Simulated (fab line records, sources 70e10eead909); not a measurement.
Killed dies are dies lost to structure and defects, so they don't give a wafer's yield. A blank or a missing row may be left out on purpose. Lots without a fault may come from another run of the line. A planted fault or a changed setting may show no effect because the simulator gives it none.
Chamber matching | flow nand_harc | NHARC_P_M1_ETCH_35 on rie_diel-02: 4 sister chambers
The step etches the open film in N2/H2, target depth 40 nm, overetch 12 nm, time 43.94 s. 16 wafers are shown with their chamber, then 8 later ones without.

WAFERS WITH THEIR CHAMBER
wafer  | chamber | rf_vpp_V (V) | oes_product_au (a.u.) | throttle_valve_pct (%)
L752.2 | 0       | 427.8        | 0.989                 | 14.174
L752.3 | 3       | 430.8        | 0.992                 | 14.162
L752.5 | 0       | 429.0        | 0.996                 | 14.165
L764.2 | 3       | 429.7        | 0.993                 | 14.170
L764.3 | 1       | 426.6        | 1.022                 | 14.185
L764.6 | 0       | 428.0        | 1.001                 | 14.166
L763.3 | 0       | 427.9        | 0.999                 | 14.174
L763.4 | 2       | 430.1        | 1.005                 | 14.167
L763.6 | 2       | 428.7        | 0.999                 | 14.176
L765.1 | 3       | 431.9        | 1.000                 | 14.179
L765.2 | 2       | 429.9        | 1.019                 | 14.184
L765.3 | 1       | 426.3        | 1.015                 | 14.172
L766.1 | 3       | 430.6        | 0.987                 | 14.178
L766.2 | 0       | 427.8        | 0.998                 | 14.194
L766.3 | 2       | 429.5        | 1.021                 | 14.183
L768.1 | 1       | 427.2        | 1.004                 | 14.170

SIGNATURES (means of the wafers above)
reading            | chamber 0 | chamber 1 | chamber 2 | chamber 3 | scatter within a chamber
rf_vpp_V           | 428.100   | 426.700   | 429.550   | 430.750   | 0.649
oes_product_au     | 0.99660   | 1.01367   | 1.01100   | 0.99300   | 0.00753
throttle_valve_pct | 14.17460  | 14.17567  | 14.17750  | 14.17225  | 0.00935
Rule: a wafer's distance from a chamber is the root of the sum, over the readings, of the square of ((its reading less the chamber's mean) divided by the reading's scatter). The wafer belongs to the nearest chamber; if the next one is less than 2 further off, it can't be placed. The scatter: the root of (the sum of the squares of (reading less its chamber's mean) over the shown wafers, divided by (wafers less chambers)).

WAFERS WITHOUT THEIR CHAMBER
wafer  | rf_vpp_V (V) | oes_product_au (a.u.) | throttle_valve_pct (%)
L768.2 | 427.6        | 0.995                 | 14.177
L768.5 | 430.9        | 1.020                 | 14.174
L769.1 | 428.2        | 1.002                 | 14.166
L769.3 | 424.9        | 1.029                 | 14.167
L769.5 | 430.1        | 1.008                 | 14.165
L770.1 | 427.9        | 1.014                 | 14.164
L770.2 | 429.4        | 0.994                 | 14.167
L770.3 | 430.8        | 1.006                 | 14.163

WHICH CHAMBER EACH WENT THROUGH
wafer  | from the rows above          | in truth
L768.2 | 0                            | 0
L768.5 | can't be placed: 2 or 3      | 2
L769.1 | can't be placed: 0 or 2 or 1 | 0
L769.3 | 1                            | 1
L769.5 | can't be placed: 2 or 3 or 0 | 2
L770.1 | can't be placed: 1 or 0 or 2 | 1
L770.2 | can't be placed: 3 or 0 or 2 | 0
L770.3 | can't be placed: 3 or 2      | 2
Placed correctly: 2 of 8. Can't be placed from these rows: 6 (the true chamber is among the candidates in 6). Placed wrongly: 0.
